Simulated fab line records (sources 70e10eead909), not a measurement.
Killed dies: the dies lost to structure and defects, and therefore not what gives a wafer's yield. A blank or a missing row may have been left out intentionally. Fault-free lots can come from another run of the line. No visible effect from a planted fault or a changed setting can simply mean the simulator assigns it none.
Comparing a struck lot with a sound one ; flow nand_harc ; 27 steps out of a route of 1159
Sound: wafers L671.1, L671.2, L671.6. Wafers L683.2, L683.4, L683.6 were the ones struck. The cause comes at the end.
Each step with rows lists, per side, the tool, then ch with its chambers, then its first start. Under that, the readings that differ: sound wafers ; struck wafers ; difference of the means ; sigmas: that difference in standard deviations of wafers without a fault.
alike: readings whose means differ by less than 2 such deviations, and words and numbers that are the same on both sides. not compared: withheld readings, readings that some wafer has no value for, bounds like >300 that may hide the same value, and numbers for which the record gives no deviation and whose values overlap.
A row with sigmas, a row that says differs or no value, or rows on one side alone: a step with any of these is where the two part. Non-overlapping numbers with no deviation appear without sigmas and do not part them. A reading that every wafer of one side lacks parts them only if that side has two wafers or more.

first, 8 steps without rows for these wafers: NHARC_A_CHANNEL_HOLE_D1_PEB_08 (peb time 65 s); NHARC_A_CHANNEL_HOLE_D1_DEVELOP_09 (develop time 35 s); NHARC_A_CHANNEL_HOLE_D1_DESCUM_15 (chemistry O2, time 3 s); NHARC_A_CHANNEL_HOLE_D1_ETCH_38 (etches the open film in CF4, target depth 39 nm, time 65 s); NHARC_A_CHANNEL_HOLE_D1_ETCH_39 (etches the open film in N2/H2, target depth 260 nm, time 325 s); NHARC_A_CHANNEL_HOLE_D1_ETCH_34 (etches the open film in CF4/CHF3, target depth 154 nm, time 77 s); NHARC_A_CHANNEL_HOLE_D1_ETCH_16 (etches the open film in O2/COS, target depth 3100 nm, time 806 s); NHARC_A_CHANNEL_HOLE_D1_ETCH_19 (etches the open film in C4F8/O2/Ar, time 34.5 s).
NHARC_A_CHANNEL_HOLE_D1_ETCH_20: etches the open film in C4F8/O2/Ar, time 361.9 s, target depth 1600 nm.
  sound on har_etch-01 ch 0,1, day 9 22:04; struck on har_etch-01 ch 0,1, day 12 19:26
  alike: drypump_motor_current_A, o2_flow_sccm, showerhead_plenum_p_Torr, throttle_valve_pct
  not compared: rf_hours_counter_h
then, 15 steps without rows for these wafers: NHARC_A_CHANNEL_HOLE_D1_ETCH_21 (etches the open film in C4F8/O2/Ar, time 514.3 s, target depth 1600 nm); NHARC_A_CHANNEL_HOLE_D1_ETCH_22 (etches the open film in C4F8/O2/Ar, time 666.7 s, target depth 1600 nm); NHARC_A_CHANNEL_HOLE_D1_ETCH_23 (etches the open film in C4F8/O2/Ar, time 819 s, target depth 1600 nm); NHARC_A_CHANNEL_HOLE_D1_ETCH_24 (etches the open film in C4F8/O2/Ar, time 906.2 s, target depth 1500 nm); NHARC_A_CHANNEL_HOLE_D1_ETCH_25 (etches the open film in C4F8/O2/Ar, time 1040.2 s, target depth 1500 nm); NHARC_A_CHANNEL_HOLE_D1_ETCH_26 (etches the open film in C4F8/O2/Ar, time 224.1 s, target depth 300 nm); NHARC_A_CHANNEL_HOLE_D1_ETCH_33 (etches the open film in C4F8/O2/Ar, time 90 s, target depth 400 nm); NHARC_A_CHANNEL_HOLE_D1_STRIP_41 (strips in N2/H2); NHARC_A_CHANNEL_HOLE_D1_STRIP_42 (strips in CF4/CHF3); NHARC_A_CHANNEL_HOLE_D1_STRIP_43 (strips in O2/COS); NHARC_A_CHANNEL_HOLE_D1_ETCH_44 (etches the open film in CF4/O2, target depth 140 nm, overetch 14 nm, time 77 s); NHARC_A_CHANNEL_HOLE_D1_STRIP_27 (strips in O2); NHARC_A_CHANNEL_HOLE_D1_PRECLEAN_28 (cleans in SC1); NHARC_A_CHANNEL_HOLE_D1_SRD_29; NHARC_A_CHANNEL_HOLE_D1_XSEM_31.
NHARC_A_CHANNEL_HOLE_D1_INSPECT_40:
  struck on defect_inspect-02, day 13 01:02; sound on defect_inspect-02, day 10 03:40
reading;sound;struck;difference;sigmas
raw_defect_count;60 87 66;1261 1183 1146;+1126;+59
then, 1 step without rows for these wafers: NHARC_A_CHANNEL_FILL_D1_PRECLEAN_00 (cleans in SC1).
-- break in the record here, with 11 days between the starts of the struck wafers on either side (left off in module A_CHANNEL_FILL_D1, picked up again in module END, where the first step shown is number 1159 on the route) --
NHARC_END_SORT_01:
  sound on prober-02 ch 0, day 20 22:17; struck on prober-02 ch 0, day 23 20:14
reading;sound;struck;difference;sigmas
killed_at_array;19 23 15;86 106 81;+72;+7
killed_dies;21 25 21;93 112 84;+74;+7
  alike: killed_at_other, killed_at_periphery, killed_open, killed_short

WHERE THEY PART
At NHARC_A_CHANNEL_HOLE_D1_INSPECT_40 first; at NHARC_END_SORT_01 last (within this record only).

WHY: what the simulator had put in
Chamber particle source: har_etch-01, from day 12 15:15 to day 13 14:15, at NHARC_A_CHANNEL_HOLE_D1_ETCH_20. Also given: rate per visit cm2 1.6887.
